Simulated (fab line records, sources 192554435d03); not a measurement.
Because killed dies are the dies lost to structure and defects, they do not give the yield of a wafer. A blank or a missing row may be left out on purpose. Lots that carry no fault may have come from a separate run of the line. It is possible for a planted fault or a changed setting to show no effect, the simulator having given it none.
fab line records :: flow n5Finfet
record:
  lots: 5
  wafers: 15
  lastDay: 14
route steps=1938 shown BEOL_M3@947 BEOL_M4@1111
lots untouched by any fault: they come from a run of this same line in which no faults occurred
startH: hours from the record's opening day to when the first of the lot's shown wafers began :: waitH: hours from the lot's prior step to this one :: " repeats the value in the row above :: L1.1+2: several wafers, shown together as one row :: - value missing, or start not given :: * or withheld: withheld :: < > ~ a bound
route shown NAME@n: NAME is a module with steps in the file, n the number in the route of the first one :: usual: average and standard deviation across the fault-free wafers :: same: alike in all rows :: chamber/n: place in a boat :: sites: each site's reading :: _std_site: the values' standard deviation :: _edge_site: the outer-site mean with the inner-site mean subtracted :: radiusMm: for every site, how far away it sits from the centre of the wafer :: mask NAME#n: copy n :: behind: the last tool/chamber to shape the wafer :: hold: what put the lot on hold/how long, in hours/how the hold closed :: device: whichever transistor did not switch (one of n, p or np) :: end of line: at the end of the route, the tests of the same wafers :: a step given without rows: its recipe and nothing more :: killed: dies that structure and defects cost at the first sort, which is not the same as the wafer's yield :: map: dies across one wafer; x = killed, . = not, _ = none there
set.NAME: the run value of the setting; set.NAME@STEP: its run value at that earlier step :: model.NAME: the simulator's own value behind a step, which no gauge read
lots seen at some steps along the route; tables by step, rows by wafer
services: when a tool's chamber went out of use (startH, in hours from the record's first day, below 0 if earlier), for how many hours, and the reason
== steps ==
step: N5_BEOL_M3_DESCUM_16
recipe:
  chemistry: O2
  timeS: 7
  sourcePowerW: 50
  biasPowerW: 20
  pressureMtorr: 20
  rfFrequencyHz: 2.712e+07
  tempC: 40
  resist: CAR-EUV
  o2FlowSccm: 225
step: N5_BEOL_M3_ETCH_74
recipe:
  chemistry: N2/H2
  target: underlayer
  targetDepthA: 65
  maskMaterial: CAR-EUV
  timeS: 5.2
  ionEnergyEv: 200
  pressureMtorr: 30
  sourceW: 840
  biasW: 150
  n2FlowSccm: 200
  h2FlowSccm: 200
  ends: cleared
step: N5_BEOL_M3_ETCH_63
recipe:
  chemistry: CF4
  target: SiARC
  targetDepthA: 156
  maskMaterial: CAR-EUV
  timeS: 26
  ionEnergyEv: 80
  pressureMtorr: 40
  sourceW: 545
  biasW: 36
  Ar_flow_sccm: 100
  cf4FlowSccm: 100
  ends: cleared
step: N5_BEOL_M3_ETCH_64
recipe:
  chemistry: N2/H2
  target: SOC
  targetDepthA: 750
  overetchA: 150
  maskMaterial: SiARC
  tempC: 40
  timeS: 112.5
  ionEnergyEv: 200
  pressureMtorr: 30
  sourceW: 840
  biasW: 150
  n2FlowSccm: 200
  h2FlowSccm: 200
step: N5_BEOL_M3_STRIP_65
recipe:
  chemistry: N2/H2
  tempC: 40
  n2FlowSccm: 200
  h2FlowSccm: 200
  rfFrequencyHz: 6e+07
step: N5_BEOL_M3_STRIP_75
recipe:
  chemistry: N2/H2
  tempC: 40
  n2FlowSccm: 200
  h2FlowSccm: 200
  rfFrequencyHz: 6e+07
step: N5_BEOL_M3_STRIP_66
recipe:
  chemistry: CF4
  resist: SiARC
  powerW: 300
  biasPowerW: 75
  pressureMtorr: 50
  cf4FlowSccm: 150
  rfFrequencyHz: 6e+07
step: N5_BEOL_M3_HM_OPEN_17
recipe:
  chemistry: Cl2/BCl3
  targetDepthA: 200
  overetchA: 60
  target: TiN
  maskMaterial: SOC
  ionEnergyEv: 150
  pressureMtorr: 10
  icpW: 1000
  biasW: 126
  Cl2_flow_sccm: 53.25
  bcl3FlowSccm: 21.75
  Ar_flow_sccm: 25
step: N5_BEOL_M3_STRIP_19
recipe:
  chemistry: O2
  powerW: 400
  tempC: 40
  pressureMtorr: 30
  rfFrequencyHz: 6e+07
  biasPowerW: 0
  overashFraction: 0.2
  o2FlowSccm: 225
step: N5_BEOL_M3_COAT_67
recipe:
  resist: SOC
  tempC: 250
  timeS: 60
  spinRpm: 1500
  resistThkNm: 60
usual:
  spinSpeedRpm: 1499.8/0.92
lot.wafer: L684.2
tool: lithoTrack-05
chamber: 0
startH: 155.01
waitH: 0.0
spinSpeedRpm: 1501.1
model.SOC_of_BEOL_M3_COAT_67.thkNm: 60

lot.wafer: L684.4
tool: lithoTrack-05
chamber: 0
startH: 155.01
waitH: 0.0
spinSpeedRpm: 1501.5
model.SOC_of_BEOL_M3_COAT_67.thkNm: 60

lot.wafer: L684.6
tool: lithoTrack-05
chamber: 0
startH: 155.01
waitH: 0.0
spinSpeedRpm: 1501.1
model.SOC_of_BEOL_M3_COAT_67.thkNm: 60

lot.wafer: L686.2
tool: lithoTrack-05
chamber: 0
startH: 175.23
waitH: 0.0
spinSpeedRpm: 1361.5
model.SOC_of_BEOL_M3_COAT_67.thkNm: 63

lot.wafer: L686.3
tool: lithoTrack-05
chamber: 0
startH: 175.23
waitH: 0.0
spinSpeedRpm: 1363.0
model.SOC_of_BEOL_M3_COAT_67.thkNm: 63

lot.wafer: L686.5
tool: lithoTrack-05
chamber: 0
startH: 175.23
waitH: 0.0
spinSpeedRpm: 1362.6
model.SOC_of_BEOL_M3_COAT_67.thkNm: 63

lot.wafer: L687.2
tool: lithoTrack-05
chamber: 0
startH: 178.61
waitH: 0.0
spinSpeedRpm: 1361.5
model.SOC_of_BEOL_M3_COAT_67.thkNm: 63

lot.wafer: L687.4
tool: lithoTrack-05
chamber: 0
startH: 178.61
waitH: 0.0
spinSpeedRpm: 1360.9
model.SOC_of_BEOL_M3_COAT_67.thkNm: 63.2

lot.wafer: L687.5
tool: lithoTrack-05
chamber: 0
startH: 178.61
waitH: 0.0
spinSpeedRpm: 1361.2
model.SOC_of_BEOL_M3_COAT_67.thkNm: 63

lot.wafer: L685.2
tool: lithoTrack-05
chamber: 0
startH: 180.52
waitH: 0.0
spinSpeedRpm: 1361.8
model.SOC_of_BEOL_M3_COAT_67.thkNm: 63.2

lot.wafer: L685.4
tool: lithoTrack-05
chamber: 0
startH: 180.52
waitH: 0.0
spinSpeedRpm: 1361.6
model.SOC_of_BEOL_M3_COAT_67.thkNm: 63

lot.wafer: L685.5
tool: lithoTrack-05
chamber: 0
startH: 180.52
waitH: 0.0
spinSpeedRpm: 1361.7
model.SOC_of_BEOL_M3_COAT_67.thkNm: 63.2

lot.wafer: L693.3
tool: lithoTrack-01
chamber: 0
startH: 212.86
waitH: 0.0
spinSpeedRpm: 1499.5
model.SOC_of_BEOL_M3_COAT_67.thkNm: 60

lot.wafer: L693.5
tool: lithoTrack-01
chamber: 0
startH: 212.86
waitH: 0.0
spinSpeedRpm: 1499.2
model.SOC_of_BEOL_M3_COAT_67.thkNm: 60

lot.wafer: L693.6
tool: lithoTrack-01
chamber: 0
startH: 212.86
waitH: 0.0
spinSpeedRpm: 1500.2
model.SOC_of_BEOL_M3_COAT_67.thkNm: 60
step: N5_BEOL_M3_COAT_68
recipe:
  resist: SiARC
  tempC: 220
  timeS: 60
  spinRpm: 1500
  resistThkNm: 12
step: N5_BEOL_M3_COAT_76
recipe:
  resist: underlayer
  tempC: 205
  timeS: 60
  spinRpm: 1500
  resistThkNm: 5
step: N5_BEOL_M3_COAT_22
recipe:
  resist: CAR-EUV
  spinRpm: 1500
  resistThkNm: 30
step: N5_BEOL_M3_EBR_24
recipe:
  solvent: PGMEA
  ebrWidthMm: 1.5
step: N5_BEOL_M3_SOFTBAKE_23
recipe:
  tempC: 110
  timeS: 60
  resist: CAR-EUV
step: N5_BEOL_M3_EXPOSE_25
recipe:
  maskId: V2
  na: 0.33
  sourceShape: quasar
  sigmaInner: 0.2
  sigmaOuter: 0.8
  polarization: unpolarized
  defocusNm: 5
  doseMj: 63
step: N5_BEOL_M3_PEB_26
recipe:
  pebTempC: 100
  pebTimeS: 60
  resist: CAR-EUV
step: N5_BEOL_M3_DEVELOP_27
recipe:
  developTimeS: 30
  developer: TMAH
  resist: CAR-EUV
  rinseLiquid: surfactantRinse
  dry: airSpin
  devTempC: 23
step: N5_BEOL_M3_DESCUM_33
recipe:
  chemistry: O2
  timeS: 7
  sourcePowerW: 50
  biasPowerW: 20
  pressureMtorr: 20
  rfFrequencyHz: 2.712e+07
  tempC: 40
  resist: CAR-EUV
  o2FlowSccm: 225
step: N5_BEOL_M3_ETCH_77
recipe:
  chemistry: N2/H2
  target: underlayer
  targetDepthA: 65
  maskMaterial: CAR-EUV
  timeS: 5.2
  ionEnergyEv: 200
  pressureMtorr: 30
  sourceW: 840
  biasW: 150
  n2FlowSccm: 200
  h2FlowSccm: 200
  ends: cleared
step: N5_BEOL_M3_ETCH_69
recipe:
  chemistry: CF4
  target: SiARC
  targetDepthA: 156
  maskMaterial: CAR-EUV
  timeS: 26
  ionEnergyEv: 80
  pressureMtorr: 40
  sourceW: 545
  biasW: 36
  Ar_flow_sccm: 100
  cf4FlowSccm: 100
  ends: cleared
step: N5_BEOL_M3_ALD_98
recipe:
  material: SiO2
  targetThkA: 25
  tempC: 100
  aldPrecursorFamily: BDEAS
  aldCoReactant: O2-plasma
  pulseTimeS: 1
  coReactantPulseTimeS: 1
  purgeTimeS: 2
  coReactantPurgeTimeS: 2
  aldCycles: 17
  pressureTorr: 2
step: N5_BEOL_M3_ETCHBACK_99
recipe:
  chemistry: CHF3
  target: SiO2
  targetDepthA: 50
  timeS: 10.4
  sourceW: 215
  biasW: 47
  Ar_flow_sccm: 200
  CHF3_flow_sccm: 12
  ionEnergyEv: 100
  pressureMtorr: 30
step: N5_BEOL_M3_ETCH_70
recipe:
  chemistry: N2/H2
  target: SOC
  targetDepthA: 800
  overetchA: 160
  maskMaterial: SiARC
  tempC: 40
  timeS: 120
  ionEnergyEv: 200
  pressureMtorr: 30
  sourceW: 840
  biasW: 150
  n2FlowSccm: 200
  h2FlowSccm: 200
usual:
  drypumpMotorCurrentA: 5.7/0.62
  oesProductAu: 0.61/0.066
  rfVppV: 524/3.1
  showerheadPlenumPTorr: 2.54/0.11
  throttleValvePct: 17.78/0.22
lot.wafer: L684.2
tool: rieDiel-01
chamber: 2
startH: 157.25
waitH: 0.0
drypumpMotorCurrentA: 6.4
oesProductAu: 0.57
rfHoursCounterH: 175
rfVppV: 526
showerheadPlenumPTorr: 2.64
throttleValvePct: 18.23
model.etch.depthNm: 60.08

lot.wafer: L684.4
tool: rieDiel-01
chamber: 3
startH: 157.25
waitH: 0.0
drypumpMotorCurrentA: 4.9
oesProductAu: 0.52
rfHoursCounterH: 243
rfVppV: 526
showerheadPlenumPTorr: 2.61
throttleValvePct: 17.80
model.etch.depthNm: 60.06

lot.wafer: L684.6
tool: rieDiel-01
chamber: 3
startH: 157.25
waitH: 0.0
drypumpMotorCurrentA: 4.9
oesProductAu: 0.52
rfHoursCounterH: -
rfVppV: 525
showerheadPlenumPTorr: 2.61
throttleValvePct: 17.81
model.etch.depthNm: 59.9

lot.wafer: L686.2
tool: rieDiel-01
chamber: 1
startH: 184.23
waitH: 0.0
drypumpMotorCurrentA: 5.8
oesProductAu: 0.71
rfHoursCounterH: 32
rfVppV: 529
showerheadPlenumPTorr: 2.70
throttleValvePct: 17.51
model.etch.depthNm: 63.04

lot.wafer: L686.3
tool: rieDiel-01
chamber: 0
startH: 184.23
waitH: 0.0
drypumpMotorCurrentA: 6.0
oesProductAu: 0.54
rfHoursCounterH: 250
rfVppV: 527
showerheadPlenumPTorr: 2.62
throttleValvePct: 18.04
model.etch.depthNm: 62.92

lot.wafer: L686.5
tool: rieDiel-01
chamber: 0
startH: 184.23
waitH: 0.0
drypumpMotorCurrentA: 6.0
oesProductAu: 0.54
rfHoursCounterH: -
rfVppV: 527
showerheadPlenumPTorr: 2.61
throttleValvePct: 18.03
model.etch.depthNm: 63.1

lot.wafer: L687.2
tool: rieDiel-03
chamber: 1
startH: 187.64
waitH: 0.0
drypumpMotorCurrentA: 5.4
oesProductAu: 0.58
rfHoursCounterH: 176
rfVppV: 526
showerheadPlenumPTorr: 2.64
throttleValvePct: 17.68
model.etch.depthNm: 63.01

lot.wafer: L687.4
tool: rieDiel-03
chamber: 0
startH: 187.64
waitH: 0.0
drypumpMotorCurrentA: 5.4
oesProductAu: 0.55
rfHoursCounterH: 230
rfVppV: 525
showerheadPlenumPTorr: 2.61
throttleValvePct: 17.85
model.etch.depthNm: 63.15

lot.wafer: L687.5
tool: rieDiel-03
chamber: 0
startH: 187.64
waitH: 0.0
drypumpMotorCurrentA: 5.4
oesProductAu: 0.55
rfHoursCounterH: -
rfVppV: 525
showerheadPlenumPTorr: 2.61
throttleValvePct: 17.84
model.etch.depthNm: 63

lot.wafer: L685.2
tool: rieDiel-01
chamber: 0
startH: 188.51
waitH: 0.0
drypumpMotorCurrentA: 6.0
oesProductAu: 0.54
rfHoursCounterH: 252
rfVppV: 525
showerheadPlenumPTorr: 2.61
throttleValvePct: 18.04
model.etch.depthNm: 63.18

lot.wafer: L685.4
tool: rieDiel-01
chamber: 1
startH: 188.51
waitH: 0.0
drypumpMotorCurrentA: 5.8
oesProductAu: 0.71
rfHoursCounterH: -
rfVppV: 528
showerheadPlenumPTorr: 2.70
throttleValvePct: 17.51
model.etch.depthNm: 63.09

lot.wafer: L685.5
tool: rieDiel-01
chamber: 0
startH: 188.51
waitH: 0.0
drypumpMotorCurrentA: 6.0
oesProductAu: 0.54
rfHoursCounterH: -
rfVppV: 525
showerheadPlenumPTorr: 2.61
throttleValvePct: 18.03
model.etch.depthNm: 63.19

lot.wafer: L693.3
tool: rieDiel-05
chamber: 3
startH: 221.15
waitH: 0.0
drypumpMotorCurrentA: 6.8
oesProductAu: 0.59
rfHoursCounterH: 159
rfVppV: 519
showerheadPlenumPTorr: 2.44
throttleValvePct: 17.84
model.etch.depthNm: 60.06

lot.wafer: L693.5
tool: rieDiel-05
chamber: 2
startH: 221.15
waitH: 0.0
drypumpMotorCurrentA: 6.2
oesProductAu: 0.54
rfHoursCounterH: -
rfVppV: 522
showerheadPlenumPTorr: 2.42
throttleValvePct: 17.90
model.etch.depthNm: 60.03

lot.wafer: L693.6
tool: rieDiel-05
chamber: 1
startH: 221.15
waitH: 0.0
drypumpMotorCurrentA: 6.0
oesProductAu: 0.73
rfHoursCounterH: -
rfVppV: 523
showerheadPlenumPTorr: 2.51
throttleValvePct: 17.91
model.etch.depthNm: 60.05
step: N5_BEOL_M3_STRIP_71
recipe:
  chemistry: N2/H2
  tempC: 40
  n2FlowSccm: 200
  h2FlowSccm: 200
  rfFrequencyHz: 6e+07
step: N5_BEOL_M3_STRIP_78
recipe:
  chemistry: N2/H2
  tempC: 40
  n2FlowSccm: 200
  h2FlowSccm: 200
  rfFrequencyHz: 6e+07
step: N5_BEOL_M3_VIA_ETCH_34
recipe:
  chemistry: C4F6/O2
  targetDepthA: 694
  maskMaterial: SOC
  pressureMtorr: 15
  ionEnergyEv: 250
  taperDeg: 4
  timeS: 65.9
  sourceW: 350
  biasW: 170
  Ar_flow_sccm: 300
  C4F6_flow_sccm: 10
  O2_flow_sccm: 10
usual:
  O2_flow_sccm: 10.00/0.03
  drypumpMotorCurrentA: 5.7/0.63
  oesProductAu: 0.80/0.092
  rfVppV: 663/5.7
  showerheadPlenumPTorr: 2.83/0.11
  throttleValvePct: 30.68/0.18
lot.wafer: L684.2
tool: rieDiel-01
chamber: 2
startH: 157.35
waitH: 0.0
O2_flow_sccm: 10.00
drypumpMotorCurrentA: 6.4
oesProductAu: 0.75
rfHoursCounterH: 175
rfVppV: 662
showerheadPlenumPTorr: 2.94
throttleValvePct: 31.09
model.SOC_of_BEOL_M3_COAT_67.thkNm: 52

lot.wafer: L684.4
tool: rieDiel-01
chamber: 3
startH: 157.35
waitH: 0.0
O2_flow_sccm: 9.99
drypumpMotorCurrentA: 4.9
oesProductAu: 0.67
rfHoursCounterH: 243
rfVppV: 662
showerheadPlenumPTorr: 2.93
throttleValvePct: 30.71
model.SOC_of_BEOL_M3_COAT_67.thkNm: 52.2

lot.wafer: L684.6
tool: rieDiel-01
chamber: 3
startH: 157.35
waitH: 0.0
O2_flow_sccm: 10.01
drypumpMotorCurrentA: 4.9
oesProductAu: 0.67
rfHoursCounterH: -
rfVppV: 663
showerheadPlenumPTorr: 2.93
throttleValvePct: 30.72
model.SOC_of_BEOL_M3_COAT_67.thkNm: 52

lot.wafer: L686.2
tool: rieDiel-01
chamber: 1
startH: 184.34
waitH: 0.0
O2_flow_sccm: 9.98
drypumpMotorCurrentA: 5.8
oesProductAu: 0.91
rfHoursCounterH: 32
rfVppV: 669
showerheadPlenumPTorr: 3.01
throttleValvePct: 30.54
model.SOC_of_BEOL_M3_COAT_67.thkNm: 54.8

lot.wafer: L686.3
tool: rieDiel-01
chamber: 0
startH: 184.34
waitH: 0.0
O2_flow_sccm: 9.99
drypumpMotorCurrentA: 6.0
oesProductAu: 0.68
rfHoursCounterH: 250
rfVppV: 667
showerheadPlenumPTorr: 2.90
throttleValvePct: 30.78
model.SOC_of_BEOL_M3_COAT_67.thkNm: 55

lot.wafer: L686.5
tool: rieDiel-01
chamber: 0
startH: 184.34
waitH: 0.0
O2_flow_sccm: 10.06
drypumpMotorCurrentA: 6.0
oesProductAu: 0.68
rfHoursCounterH: -
rfVppV: 666
showerheadPlenumPTorr: 2.91
throttleValvePct: 30.78
model.SOC_of_BEOL_M3_COAT_67.thkNm: 55.2

lot.wafer: L687.2
tool: rieDiel-03
chamber: 1
startH: 187.74
waitH: 0.0
O2_flow_sccm: 10.01
drypumpMotorCurrentA: 5.5
oesProductAu: 0.74
rfHoursCounterH: 176
rfVppV: 670
showerheadPlenumPTorr: 2.94
throttleValvePct: 30.55
model.SOC_of_BEOL_M3_COAT_67.thkNm: 54.8

lot.wafer: L687.4
tool: rieDiel-03
chamber: 0
startH: 187.74
waitH: 0.0
O2_flow_sccm: 10.00
drypumpMotorCurrentA: 5.4
oesProductAu: 0.70
rfHoursCounterH: 230
rfVppV: 671
showerheadPlenumPTorr: 2.92
throttleValvePct: 30.60
model.SOC_of_BEOL_M3_COAT_67.thkNm: 55.2

lot.wafer: L687.5
tool: rieDiel-03
chamber: 0
startH: 187.74
waitH: 0.0
O2_flow_sccm: 10.03
drypumpMotorCurrentA: 5.4
oesProductAu: 0.70
rfHoursCounterH: -
rfVppV: 671
showerheadPlenumPTorr: 2.92
throttleValvePct: 30.61
model.SOC_of_BEOL_M3_COAT_67.thkNm: 55

lot.wafer: L685.2
tool: rieDiel-01
chamber: 0
startH: 188.61
waitH: 0.0
O2_flow_sccm: 10.01
drypumpMotorCurrentA: 6.0
oesProductAu: 0.69
rfHoursCounterH: 252
rfVppV: 667
showerheadPlenumPTorr: 2.90
throttleValvePct: 30.79
model.SOC_of_BEOL_M3_COAT_67.thkNm: 55.2

lot.wafer: L685.4
tool: rieDiel-01
chamber: 1
startH: 188.61
waitH: 0.0
O2_flow_sccm: 10.01
drypumpMotorCurrentA: 5.8
oesProductAu: 0.91
rfHoursCounterH: -
rfVppV: 668
showerheadPlenumPTorr: 3.01
throttleValvePct: 30.54
model.SOC_of_BEOL_M3_COAT_67.thkNm: 54.8

lot.wafer: L685.5
tool: rieDiel-01
chamber: 0
startH: 188.61
waitH: 0.0
O2_flow_sccm: 10.04
drypumpMotorCurrentA: 6.0
oesProductAu: 0.67
rfHoursCounterH: -
rfVppV: 667
showerheadPlenumPTorr: 2.90
throttleValvePct: 30.79
model.SOC_of_BEOL_M3_COAT_67.thkNm: 55.2

lot.wafer: L693.3
tool: rieDiel-05
chamber: 3
startH: 221.25
waitH: 0.0
O2_flow_sccm: 10.00
drypumpMotorCurrentA: 6.8
oesProductAu: 0.76
rfHoursCounterH: 159
rfVppV: 654
showerheadPlenumPTorr: 2.74
throttleValvePct: 30.86
model.SOC_of_BEOL_M3_COAT_67.thkNm: 52

lot.wafer: L693.5
tool: rieDiel-05
chamber: 2
startH: 221.25
waitH: 0.0
O2_flow_sccm: 10.06
drypumpMotorCurrentA: 6.2
oesProductAu: 0.70
rfHoursCounterH: -
rfVppV: 660
showerheadPlenumPTorr: 2.71
throttleValvePct: 30.81
model.SOC_of_BEOL_M3_COAT_67.thkNm: 52

lot.wafer: L693.6
tool: rieDiel-05
chamber: 1
startH: 221.25
waitH: 0.0
O2_flow_sccm: 9.97
drypumpMotorCurrentA: 6.0
oesProductAu: 0.96
rfHoursCounterH: -
rfVppV: 672
showerheadPlenumPTorr: 2.78
throttleValvePct: 30.73
model.SOC_of_BEOL_M3_COAT_67.thkNm: 51.8
step: N5_BEOL_M3_STRIP_83
recipe:
  chemistry: C4F6/O2
  resist: SiARC
  rfFrequencyHz: 6e+07
step: N5_BEOL_M4_RC_MEAS_101
usual:
  DIBL_N: 36.3/1
  DIBL_P: 36.2/1.4
  IOFF_N: 0.157/0.021
  IOFF_P: 0.206/0.025
  ION_N: 673/9
  ION_P: 461/6.4
  SS_N: 71.5/0.5
  SS_P: 73.2/0.47
  VT_N: 249.9/2.4
  VT_P: -250.6/2.9
lot.wafer: L684.2
tool: prober-02
chamber: 0
startH: 173.24
waitH: 0.2
DIBL_N[mV/V]: 35.0
DIBL_P[mV/V]: 34.9
IOFF_N[nA/um]: 0.150
IOFF_P[nA/um]: 0.184
ION_N[uA/um]: 671
ION_P[uA/um]: 456
SS_N[mV/dec]: 72.2
SS_P[mV/dec]: 73.3
VT_N[mV]: 251.1
VT_P[mV]: -254.3

lot.wafer: L684.4
tool: prober-02
chamber: 0
startH: 173.24
waitH: 0.2
DIBL_N[mV/V]: 36.1
DIBL_P[mV/V]: 35.6
IOFF_N[nA/um]: 0.175
IOFF_P[nA/um]: 0.207
ION_N[uA/um]: 675
ION_P[uA/um]: 459
SS_N[mV/dec]: 71.6
SS_P[mV/dec]: 73.8
VT_N[mV]: 248.2
VT_P[mV]: -252.8

lot.wafer: L684.6
tool: prober-02
chamber: 0
startH: 173.24
waitH: 0.2
DIBL_N[mV/V]: 33.2
DIBL_P[mV/V]: 32.3
IOFF_N[nA/um]: 0.134
IOFF_P[nA/um]: 0.165
ION_N[uA/um]: 669
ION_P[uA/um]: 459
SS_N[mV/dec]: 70.9
SS_P[mV/dec]: 72.6
VT_N[mV]: 252.3
VT_P[mV]: -256.9

lot.wafer: L686.2
tool: prober-02
chamber: 0
startH: 199.80
waitH: 0.2
DIBL_N[mV/V]: 36.6
DIBL_P[mV/V]: 37.1
IOFF_N[nA/um]: 0.158
IOFF_P[nA/um]: 0.208
ION_N[uA/um]: 670
ION_P[uA/um]: 457
SS_N[mV/dec]: 71.3
SS_P[mV/dec]: 73.6
VT_N[mV]: 251.4
VT_P[mV]: -251.3

lot.wafer: L686.3
tool: prober-02
chamber: 0
startH: 199.80
waitH: 0.2
DIBL_N[mV/V]: 34.5
DIBL_P[mV/V]: 34.7
IOFF_N[nA/um]: 0.138
IOFF_P[nA/um]: 0.184
ION_N[uA/um]: 673
ION_P[uA/um]: 465
SS_N[mV/dec]: 71.1
SS_P[mV/dec]: 73.2
VT_N[mV]: 250.4
VT_P[mV]: -249.8

lot.wafer: L686.5
tool: prober-02
chamber: 0
startH: 199.80
waitH: 0.2
DIBL_N[mV/V]: 36.5
DIBL_P[mV/V]: 37.6
IOFF_N[nA/um]: 0.159
IOFF_P[nA/um]: 0.216
ION_N[uA/um]: 663
ION_P[uA/um]: 454
SS_N[mV/dec]: 71.3
SS_P[mV/dec]: 73.7
VT_N[mV]: 252.1
VT_P[mV]: -251.2

lot.wafer: L687.2
tool: prober-01
chamber: 0
startH: 201.70
waitH: 0.2
DIBL_N[mV/V]: 38.3
DIBL_P[mV/V]: 36.8
IOFF_N[nA/um]: 0.173
IOFF_P[nA/um]: 0.210
ION_N[uA/um]: 677
ION_P[uA/um]: 462
SS_N[mV/dec]: 71.7
SS_P[mV/dec]: 73.0
VT_N[mV]: 248.6
VT_P[mV]: -252.0

lot.wafer: L687.4
tool: prober-01
chamber: 0
startH: 201.70
waitH: 0.2
DIBL_N[mV/V]: 37.3
DIBL_P[mV/V]: 36.1
IOFF_N[nA/um]: 0.155
IOFF_P[nA/um]: 0.206
ION_N[uA/um]: 684
ION_P[uA/um]: 468
SS_N[mV/dec]: 71.7
SS_P[mV/dec]: 73.3
VT_N[mV]: 248.2
VT_P[mV]: -249.6

lot.wafer: L687.5
tool: prober-01
chamber: 0
startH: 201.70
waitH: 0.2
DIBL_N[mV/V]: 37.6
DIBL_P[mV/V]: 37.2
IOFF_N[nA/um]: 0.176
IOFF_P[nA/um]: 0.225
ION_N[uA/um]: 683
ION_P[uA/um]: 464
SS_N[mV/dec]: 71.7
SS_P[mV/dec]: 73.3
VT_N[mV]: 246.7
VT_P[mV]: -250.1

lot.wafer: L685.2
tool: prober-01
chamber: 0
startH: 203.38
waitH: 0.2
DIBL_N[mV/V]: 36.1
DIBL_P[mV/V]: 37.2
IOFF_N[nA/um]: 0.145
IOFF_P[nA/um]: 0.207
ION_N[uA/um]: 681
ION_P[uA/um]: 467
SS_N[mV/dec]: 71.0
SS_P[mV/dec]: 72.4
VT_N[mV]: 250.6
VT_P[mV]: -250.6

lot.wafer: L685.4
tool: prober-01
chamber: 0
startH: 203.38
waitH: 0.2
DIBL_N[mV/V]: 36.2
DIBL_P[mV/V]: 35.7
IOFF_N[nA/um]: 0.135
IOFF_P[nA/um]: 0.195
ION_N[uA/um]: 671
ION_P[uA/um]: 464
SS_N[mV/dec]: 71.0
SS_P[mV/dec]: 72.9
VT_N[mV]: 249.6
VT_P[mV]: -250.6

lot.wafer: L685.5
tool: prober-01
chamber: 0
startH: 203.38
waitH: 0.2
DIBL_N[mV/V]: 35.5
DIBL_P[mV/V]: 35.3
IOFF_N[nA/um]: 0.130
IOFF_P[nA/um]: 0.185
ION_N[uA/um]: 672
ION_P[uA/um]: 462
SS_N[mV/dec]: 71.1
SS_P[mV/dec]: 72.8
VT_N[mV]: 251.0
VT_P[mV]: -252.9

lot.wafer: L693.3
tool: prober-02
chamber: 0
startH: 237.44
waitH: 0.3
DIBL_N[mV/V]: 38.8
DIBL_P[mV/V]: 39.5
IOFF_N[nA/um]: 0.204
IOFF_P[nA/um]: 0.247
ION_N[uA/um]: 677
ION_P[uA/um]: 460
SS_N[mV/dec]: 72.6
SS_P[mV/dec]: 74.1
VT_N[mV]: 248.8
VT_P[mV]: -250.0

lot.wafer: L693.5
tool: prober-02
chamber: 0
startH: 237.44
waitH: 0.3
DIBL_N[mV/V]: 36.2
DIBL_P[mV/V]: 36.4
IOFF_N[nA/um]: 0.145
IOFF_P[nA/um]: 0.191
ION_N[uA/um]: 665
ION_P[uA/um]: 457
SS_N[mV/dec]: 72.5
SS_P[mV/dec]: 73.2
VT_N[mV]: 256.0
VT_P[mV]: -251.6

lot.wafer: L693.6
tool: prober-02
chamber: 0
startH: 237.44
waitH: 0.3
DIBL_N[mV/V]: 36.1
DIBL_P[mV/V]: 36.1
IOFF_N[nA/um]: 0.147
IOFF_P[nA/um]: 0.190
ION_N[uA/um]: 677
ION_P[uA/um]: 464
SS_N[mV/dec]: 72.6
SS_P[mV/dec]: 72.7
VT_N[mV]: 251.3
VT_P[mV]: -252.7
== services ==
tool: rieDiel-01
chamber: 3
startH: 132.83
hours: 3.4
kind: repair

tool: rieDiel-03
chamber: -
startH: 137.82
hours: 2.8
kind: pm

tool: rieDiel-01
chamber: 0
startH: 171.33
hours: 5.5
kind: repair

tool: rieDiel-01
chamber: 3
startH: 177.07
hours: -
kind: clean

tool: rieDiel-01
chamber: 3
startH: 177.07
hours: -
kind: consumableReplace:focusRing

tool: rieDiel-01
chamber: 3
startH: 177.07
hours: 20.5
kind: scheduledDown

tool: rieDiel-01
chamber: 3
startH: 177.07
hours: 20.5
kind: ventCycle

tool: rieDiel-05
chamber: 1
startH: 180.70
hours: -
kind: clean

tool: rieDiel-05
chamber: 1
startH: 180.70
hours: -
kind: consumableReplace:focusRing

tool: rieDiel-05
chamber: 1
startH: 180.70
hours: 22.6
kind: scheduledDown

tool: rieDiel-05
chamber: 1
startH: 180.70
hours: 22.6
kind: ventCycle

tool: rieDiel-01
chamber: 0
startH: 197.61
hours: -
kind: clean

tool: rieDiel-01
chamber: 0
startH: 197.61
hours: -
kind: consumableReplace:focusRing

tool: rieDiel-01
chamber: 0
startH: 197.61
hours: 26.5
kind: scheduledDown

tool: rieDiel-01
chamber: 0
startH: 197.61
hours: 26.5
kind: ventCycle

tool: rieDiel-01
chamber: -
startH: 202.49
hours: 2.8
kind: pm
== key ==
firstSign:
  step: N5_BEOL_M3_COAT_67
  reading: spinSpeedRpm
  direction: down
  sigmas: 99+
  usual: *
  struck: *
effect none on later readings
modelEffect:
  step: N5_BEOL_M3_COAT_67
  value: SOC_of_BEOL_M3_COAT_67.thkNm
  without: 60.11
  struck: 63.07
modelEffect:
  step: N5_BEOL_M3_ETCH_70
  value: etch.depthNm
  without: 60.12
  struck: 63.08
modelEffect:
  step: N5_BEOL_M3_VIA_ETCH_34
  value: SOC_of_BEOL_M3_COAT_67.thkNm
  without: 52.02
  struck: 55.02
metAt N5_BEOL_M3_COAT_67
struckWafers L685.2,L685.4,L685.5,L686.2,L686.3,L686.5,L687.2,L687.4,L687.5
rowsEnd L685.2,L685.4,L685.5,L686.2,L686.3,L686.5
onsetBetween 155.01 175.23
fault:
  kind: processParameterDrift
  tool: lithoTrack-05
  chamber: -
  onsetH: 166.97
  steps: N5_BEOL_M3_COAT_67
  channel: spinRpm
  offset: *
  shape: step
  actsIn: *
  stated: *
rowsEnd: these wafers met a further fault down the route, and their rows from its step on are left out
